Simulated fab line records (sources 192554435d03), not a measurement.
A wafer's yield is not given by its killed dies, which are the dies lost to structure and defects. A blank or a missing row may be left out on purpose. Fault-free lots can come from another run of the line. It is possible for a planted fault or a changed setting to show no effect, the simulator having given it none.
Which tool was responsible? -- flow n5 finfet -- 12 lots, 36 wafers sampled, at 3 steps of a route of 1938

== WHAT THE GAUGES READ, wafer by wafer ==
N5_BEOL_M11_THK_MEAS_53: measures by xrf. Usual: M11_THK typically reads 135 nm, with standard deviation 3.1.
lot,measured,on,M11_THK (nm),flag
L622,day 10 23:46,film metro-02,138 138 132,
L624,day 11 06:53,film metro-01,138 133 137,
L626,day 11 14:21,film metro-01,140 139 134,
L628,day 11 22:14,film metro-02,138 138 138,
L627,day 12 00:10,film metro-01,134 133 135,
L630,day 12 07:27,film metro-02,133 128 131,
L629,day 12 19:13,film metro-01,137 132 133,
L632,day 12 23:07,film metro-02,129 134 132,
L636,day 14 17:16,film metro-01,130 132 140,
L638,day 15 03:47,film metro-02,141 133 135,
L641,day 15 12:25,film metro-01,136 135 134,
L642,day 15 20:07,film metro-01,136 137 134,

N5_BEOL_M11_RS_MEAS_57: measurement is done with a four-point probe. Usual: M11_RS typically reads 0.157 ohm/sq, with standard deviation 0.0042.
lot,measured,on,M11_RS (ohm/sq),flag
L622,day 10 23:53,film metro-02,0.154 0.153 0.160,
L624,day 11 07:01,film metro-01,0.153 0.158 0.154,
L626,day 11 14:28,film metro-01,0.151 0.152 0.158,
L628,day 11 22:22,film metro-02,0.152 0.152 0.152,
L627,day 12 00:19,film metro-01,0.157 0.159 0.157,
L630,day 12 07:36,film metro-01,0.157 0.164 0.161,
L629,day 12 19:22,film metro-02,0.152 0.161 0.159,
L632,day 12 23:17,film metro-01,0.166 0.159 0.162,
L636,day 14 17:26,film metro-01,0.163 0.159 0.150,
L638,day 15 03:57,film metro-01,0.150 0.159 0.156,
L641,day 15 12:32,film metro-01,0.157 0.159 0.160,
L642,day 15 20:16,film metro-02,0.156 0.154 0.157,

N5_BEOL_M12_OVL_MEAS_11. Usual: V11_OVL typically reads -2 nm, with standard deviation 4.8.
lot,measured,on,V11_OVL (nm),flag
L622,day 11 00:32,overlay-01,-3 0 5,
L624,day 11 07:32,overlay-01,-7 -2 -3,
L626,day 11 15:00,overlay-02,3 2 -5,
L628,day 11 23:01,overlay-02,0 -1 -1,
L627,day 12 00:58,overlay-02,-7 -11 -6,
L630,day 12 08:08,overlay-01,2 3 2,
L629,day 12 19:53,overlay-01,1 2 -6,
L632,day 12 23:56,overlay-02,-6 -1 1,
L636,day 14 17:57,overlay-01,4 0 2,
L638,day 15 04:40,overlay-02,-7 -6 -9,
L641,day 15 13:13,overlay-01,1 4 3,
L642,day 15 20:58,overlay-01,-6 -6 1,

== WHAT TOOL EACH LOT RAN ON (gives the tool, then ch and the chambers of the sampled wafers, and finally the start) ==
No process step before these readings appears in the record.

== WHAT THE TOOLS THEMSELVES READ (means of the sampled wafers that have a number; where no wafer has one, the mark that the record gives instead) ==
The record holds no such reading with a usual standard deviation.

== THE ANSWER, worked out from the rows above alone ==
Rule: a lot is off if the mean of its wafers that have a number lies more than 3 standard deviations from the usual mean. Also off: a lot with no number at a reading for which 4 or more lots have one. All remaining lots with rows at the step are treated as sound. After the gauges, taken in route order, come the tools' own readings; for these a lot's mean is taken, as printed above. The first step at which some lot is off is used, and at that step the reading that is off furthest; a lot without a number counts as furthest.
No lot is off on any of the readings shown, so nothing can be concluded from this.

== WHAT THE SIMULATOR HAD INSERTED ==
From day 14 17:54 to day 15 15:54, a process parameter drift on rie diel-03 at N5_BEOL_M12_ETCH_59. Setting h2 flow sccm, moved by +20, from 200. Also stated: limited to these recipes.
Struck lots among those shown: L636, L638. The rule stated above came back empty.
